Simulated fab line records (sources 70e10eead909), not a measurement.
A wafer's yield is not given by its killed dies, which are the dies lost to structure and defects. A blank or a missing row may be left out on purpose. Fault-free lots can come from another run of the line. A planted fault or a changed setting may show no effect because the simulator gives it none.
fab line records    flow nand_harc    part 2 of 2: steps 23 to 29 of 29
record lots=5  wafers=15  last_day=33
route steps=1302 shown A_WL_FILL@975 A_CONTACT@983
lots with no fault: from the same line, run without faults
start_h: hours from the record's opening day to when the first of the lot's shown wafers began    wait_h: hours from the lot's prior step to this one    " same as the row above    L1.1+2: a single row standing in for several wafers    - no value, or no start was given    * or withheld: withheld    < > ~ a bound
route shown NAME@n: NAME is a module with steps in the file, n the number in the route of the first one    usual: mean/standard deviation of fault-free wafers    same: alike in all rows    chamber/n: place in a boat    sites: the reading at each site    _std_site: the values' standard deviation    _edge_site: the outer-site mean with the inner-site mean subtracted    radius_mm: for every site, how far away it sits from the centre of the wafer    mask NAME#n: copy n    behind: the last tool/chamber to shape the wafer    hold: cause of the lot's hold/its duration in hours/its outcome    device: the n, p or np transistor that did not switch    end of line: the same wafers' tests at the end of the route    where a step has no rows: the recipe by itself    killed: dies that structure and defects cost at the first sort, which is not the same as the wafer's yield    map: a wafer's dies, x killed, . not, _ none there
set.NAME: the setting that was run; set.NAME@STEP: the one run at that earlier step    model.NAME: the simulator's own value behind a step, which no gauge read
lots at selected steps of the route; one table per step, one row per wafer
services: the hour from which a tool's chamber was out of use, counted from the record's first day as start_h (under 0 if before that day), plus the number of hours and why
## steps
# step NHARC_A_CONTACT_ETCH_48
# recipe target_depth_a=390  over_etch_frac=0.3  time_s=65  ion_energy_ev=80  cf4_flow_sccm=150  ar_flow_sccm=0  rf_w=300  bias_w=100  chemistry=CF4
# usual drypump_motor_current_A=5.8/0.36  oes_product_au=0.999/0.0077  rf_fwd_power_W=297.3/1.3  rf_vpp_V=151.2/1.4  showerhead_plenum_p_Torr=1.76/0.089  throttle_valve_pct=13.283/0.0092
lot.wafer  tool         chamber  start_h  wait_h  drypump_motor_current_A  oes_product_au  rf_fwd_power_W  rf_hours_counter_h  rf_vpp_V  showerhead_plenum_p_Torr  throttle_valve_pct
L078.1     rie_diel-07  3        532.13   0.1     5.5                      1.005           295.0           16                  152.6     1.75                      13.267
L078.4     "            0        "        "       5.4                      0.996           298.8           17                  151.6     1.90                      13.294
L078.5     "            0        "        "       5.5                      0.994           298.4           -                   153.2     1.90                      13.283
L079.3     rie_diel-09  0        553.59   0.1     6.4                      0.991           298.2           8                   149.3     1.68                      13.282
L079.4     "            1        "        "       5.6                      0.999           298.2           8                   154.0     1.85                      13.284
L079.5     "            0        "        "       6.4                      0.994           298.0           -                   150.1     1.68                      13.280
L086.1     rie_diel-09  1        611.10   0.1     5.6                      1.007           297.8           21                  153.2     1.85                      13.298
L086.5     "            0        "        "       6.4                      0.995           297.2           -                   149.5     1.68                      13.285
L086.6     "            1        "        "       5.6                      1.005           298.8           -                   151.1     1.85                      13.278
L088.1     rie_diel-04  3        641.89   0.1     6.3                      0.999           296.5           28                  148.8     1.73                      13.287
L088.2     "            0        "        "       5.6                      0.995           297.1           28                  153.8     1.90                      13.301
L088.5     "            3        "        "       6.3                      0.992           296.2           -                   151.0     1.73                      13.305
L097.1     rie_diel-09  1        726.85   0.1     5.6                      0.991           298.5           6                   153.4     1.84                      13.283
L097.4     "            2        "        "       6.3                      0.997           295.1           7                   152.8     1.78                      13.294
L097.2     "            3        "        "       5.7                      0.994           298.1           7                   152.4     1.91                      13.267
# step NHARC_A_CONTACT_ETCH_49
# recipe target_depth_a=2600  over_etch_frac=0.3  time_s=475.3  ion_energy_ev=200  n2_flow_sccm=150  h2_flow_sccm=150  ar_flow_sccm=0  rf_w=400  bias_w=150  chemistry=N2/H2
# usual drypump_motor_current_A=5.8/0.37  oes_product_au=0.998/0.0073  rf_fwd_power_W=399.3/0.98  rf_vpp_V=430/3.3  showerhead_plenum_p_Torr=2.03/0.11  throttle_valve_pct=14.172/0.01
lot.wafer  tool         chamber  start_h  wait_h  drypump_motor_current_A  oes_product_au  rf_fwd_power_W  rf_hours_counter_h  rf_vpp_V  showerhead_plenum_p_Torr  throttle_valve_pct
L078.4     rie_diel-07  2        -        -       5.4                      0.994           400.2           14                  428       1.92                      14.188
L078.1     "            3        "        "       5.5                      0.998           398.5           16                  429       2.02                      14.165
L078.5     "            3        "        "       5.5                      1.001           399.4           -                   428       2.02                      14.184
L079.3     rie_diel-09  0        -        -       6.4                      0.987           399.2           8                   427       1.93                      14.165
L079.4     "            1        "        "       5.6                      1.001           399.3           8                   434       2.15                      14.173
L079.5     "            3        "        "       5.7                      0.994           400.4           -                   425       1.88                      14.162
L086.1     rie_diel-09  3        -        -       5.7                      1.008           401.2           21                  426       1.88                      14.167
L086.6     "            3        "        "       5.7                      1.004           399.3           -                   424       1.88                      14.176
L086.5     "            0        "        "       6.4                      1.000           400.1           -                   427       1.92                      14.186
L088.2     rie_diel-04  2        -        -       5.7                      0.987           399.5           29                  429       2.02                      14.156
L088.1     "            3        "        "       6.3                      0.982           398.5           28                  429       1.99                      14.166
L088.5     "            1        "        "       5.7                      0.999           397.7           -                   435       2.19                      14.169
L097.1     rie_diel-09  2        -        -       6.3                      0.990           400.9           7                   431       2.06                      14.180
L097.2     "            0        "        "       6.4                      0.980           399.7           6                   425       1.92                      14.167
L097.4     "            1        "        "       5.6                      0.990           399.7           6                   433       2.14                      14.180
# step NHARC_A_CONTACT_ETCH_50
# recipe target_depth_a=1210  time_s=60.5  cf4_flow_sccm=100  chf3_flow_sccm=30  ar_flow_sccm=0  rf_w=500  bias_w=200  chemistry=CF4/CHF3
# usual drypump_motor_current_A=5.8/0.36  oes_product_au=0.945/0.022  rf_fwd_power_W=494.9/2.6  rf_vpp_V=370.4/2.8  showerhead_plenum_p_Torr=1.57/0.079  throttle_valve_pct=16.803/0.0086
lot.wafer  tool         chamber  start_h  wait_h  drypump_motor_current_A  oes_product_au  rf_fwd_power_W  rf_hours_counter_h  rf_vpp_V  showerhead_plenum_p_Torr  throttle_valve_pct
L078.1     rie_diel-07  1        -        -       5.7                      0.982           494.3           17                  368.7     1.52                      16.802
L078.4     "            2        "        "       5.4                      0.991           497.2           14                  367.5     1.49                      16.780
L078.5     "            1        "        "       5.7                      0.983           494.3           -                   370.6     1.52                      16.812
L079.4     rie_diel-09  1        -        -       5.6                      0.976           499.7           8                   373.3     1.65                      16.796
L079.3     "            0        "        "       6.4                      0.965           494.3           8                   367.6     1.49                      16.816
L079.5     "            1        "        "       5.6                      0.975           497.0           -                   373.3     1.65                      16.806
L086.1     rie_diel-09  0        -        -       6.4                      0.968           493.5           18                  367.3     1.49                      16.812
L086.5     "            3        "        "       5.7                      0.974           496.6           -                   367.5     1.46                      16.810
L086.6     "            0        "        "       6.4                      0.958           493.9           -                   367.5     1.49                      16.812
L088.1     rie_diel-04  3        -        -       6.3                      0.919           490.7           28                  371.0     1.54                      16.800
L088.2     "            1        "        "       5.7                      0.918           494.6           28                  372.3     1.68                      16.809
L088.5     "            0        "        "       5.6                      0.916           494.4           -                   374.3     1.69                      16.796
L097.2     rie_diel-09  2        -        -       6.3                      0.965           492.8           7                   371.1     1.59                      16.807
L097.4     "            3        "        "       5.7                      0.978           497.4           7                   375.5     1.70                      16.790
L097.1     "            0        "        "       6.4                      0.967           496.1           6                   367.6     1.49                      16.810
# step NHARC_A_CONTACT_ETCH_51
# recipe target_depth_a=70000  over_etch_frac=0.3  time_s=1820  ion_energy_ev=150  o2_flow_sccm=400  cos_flow_sccm=20  ar_flow_sccm=0  rf_w=500  bias_w=300  chemistry=O2/COS
# usual drypump_motor_current_A=5.8/0.35  oes_product_au=0.998/0.0068  rf_fwd_power_W=499.8/1.6  rf_vpp_V=314.2/2.6  showerhead_plenum_p_Torr=3.13/0.16  throttle_valve_pct=28.331/0.0087
lot.wafer  tool         chamber  start_h  wait_h  drypump_motor_current_A  oes_product_au  rf_fwd_power_W  rf_hours_counter_h  rf_vpp_V  showerhead_plenum_p_Torr  throttle_valve_pct
L078.4     rie_diel-07  2        -        -       5.4                      0.994           499.6           14                  312.6     2.95                      28.319
L078.1     "            0        "        "       5.5                      0.997           499.7           17                  317.6     3.36                      28.345
L078.5     "            2        "        "       5.4                      0.993           499.0           -                   312.3     2.96                      28.334
L079.4     rie_diel-09  0        -        -       6.4                      0.989           502.5           8                   311.6     2.96                      28.327
L079.3     "            3        "        "       5.7                      0.989           502.2           10                  311.5     2.90                      28.330
L079.5     "            0        "        "       6.4                      0.992           502.1           -                   311.5     2.96                      28.336
L086.1     rie_diel-09  3        -        -       5.7                      0.997           497.0           21                  310.9     2.89                      28.321
L086.5     "            0        "        "       6.4                      0.991           499.5           -                   311.6     2.96                      28.324
L086.6     "            1        "        "       5.6                      0.992           500.7           -                   316.8     3.27                      28.326
L088.1     rie_diel-04  2        -        -       5.7                      0.993           499.5           30                  314.6     3.09                      28.326
L088.2     "            3        "        "       6.3                      0.990           497.1           28                  313.2     3.05                      28.343
L088.5     "            1        "        "       5.7                      1.001           501.5           -                   316.7     3.33                      28.326
L097.4     rie_diel-09  2        -        -       6.3                      1.004           500.5           8                   315.1     3.15                      28.324
L097.1     "            3        "        "       5.7                      0.997           500.7           8                   319.1     3.37                      28.337
L097.2     "            1        "        "       5.6                      0.996           499.0           7                   315.8     3.26                      28.340
# step NHARC_A_CONTACT_ETCH_111
# recipe source_w=withheld  pressure_mtorr=20  bias_v=withheld  time_s=140  target_depth_a=7000  ar_flow_sccm=withheld  c4f8_flow_sccm=withheld  o2_flow_sccm=withheld  chemistry=C4F8/O2/Ar
lot.wafer  tool             chamber  start_h  wait_h  rf_hours_counter_h
L078.1     har_cap_etch-02  0        533.96   -       90
L078.4     "                0        "        "       -
L078.5     "                1        "        "       -
L079.3     har_cap_etch-03  1        555.41   -       -
L079.4     "                0        "        "       -
L079.5     "                1        "        "       -
L086.1     har_cap_etch-02  1        612.83   -       106
L086.6     "                1        "        "       -
L086.5     "                0        "        "       -
L088.2     har_cap_etch-02  1        643.63   -       110
L088.1     "                0        "        "       110
L088.5     "                0        "        "       -
L097.1     har_cap_etch-01  0        728.58   -       35
L097.2     "                1        "        "       35
L097.4     "                0        "        "       -
# step NHARC_A_CONTACT_ETCH_112
# recipe source_w=withheld  pressure_mtorr=20  bias_v=3000  time_s=190  target_depth_a=18500  ar_flow_sccm=withheld  c4f8_flow_sccm=withheld  o2_flow_sccm=withheld  chemistry=C4F8/O2/Ar
lot.wafer  tool             chamber  start_h  wait_h  rf_hours_counter_h
L078.1     har_cap_etch-02  0        534.15   0.2     90
L078.4     "                0        "        "       -
L078.5     "                1        "        "       -
L079.3     har_cap_etch-03  1        555.60   0.2     -
L079.4     "                0        "        "       -
L079.5     "                1        "        "       -
L086.1     har_cap_etch-02  1        613.03   0.2     106
L086.6     "                1        "        "       -
L086.5     "                0        "        "       -
L088.2     har_cap_etch-02  1        643.83   0.2     110
L088.1     "                0        "        "       110
L088.5     "                0        "        "       -
L097.1     har_cap_etch-01  0        728.78   0.2     35
L097.2     "                1        "        "       35
L097.4     "                0        "        "       -
# step NHARC_A_CONTACT_ETCH_113
# recipe source_w=withheld  pressure_mtorr=20  bias_v=3000  time_s=190  target_depth_a=18500  ar_flow_sccm=withheld  c4f8_flow_sccm=withheld  o2_flow_sccm=withheld  chemistry=C4F8/O2/Ar
lot.wafer  tool             chamber  start_h  wait_h  rf_hours_counter_h
L078.1     har_cap_etch-02  0        534.32   0.1     90
L078.4     "                0        "        "       -
L078.5     "                1        "        "       -
L079.3     har_cap_etch-03  1        555.77   0.1     -
L079.4     "                0        "        "       -
L079.5     "                1        "        "       -
L086.1     har_cap_etch-02  1        613.20   0.1     107
L086.6     "                1        "        "       -
L086.5     "                0        "        "       -
L088.2     har_cap_etch-02  1        643.99   0.1     110
L088.1     "                0        "        "       110
L088.5     "                0        "        "       -
L097.1     har_cap_etch-01  0        728.95   0.1     35
L097.2     "                1        "        "       35
L097.4     "                0        "        "       -
## services
tool            chamber  start_h  hours  kind
litho_track-01  -        505.00   7.0    pm
rie_diel-07     2        523.08   4.5    repair
cmp-02          -        526.50   4.0    pm
litho_track-06  -        529.00   7.0    pm
rie_diel-04     -        532.15   9.0    pm
pecvd-03        -        547.28   13.0   pm
cmp-02          -        551.24   11.4   repair
litho_track-04  -        553.00   7.0    pm
rie_diel-04     1        558.39   3.9    repair
rie_diel-07     2        603.01   4.5    repair
cmp-02          -        624.50   4.0    pm
rie_diel-07     2        625.11   9.1    repair
rie_diel-09     -        626.52   6.0    repair
rie_diel-09     2        648.15   3.2    repair
rie_diel-07     -        651.12   9.0    pm
cmp-02          -        662.58   2.7    repair
rie_diel-09     -        674.47   9.0    pm
litho_track-01  -        680.00   7.0    pm
cmp-02          -        708.02   6.6    repair
rie_diel-04     -        709.15   9.0    pm
rie_diel-07     2        709.44   22.5   repair
rie_diel-07     -        717.48   1.9    repair
cmp-02          -        722.50   4.0    pm
litho_track-04  -        728.00   7.0    pm
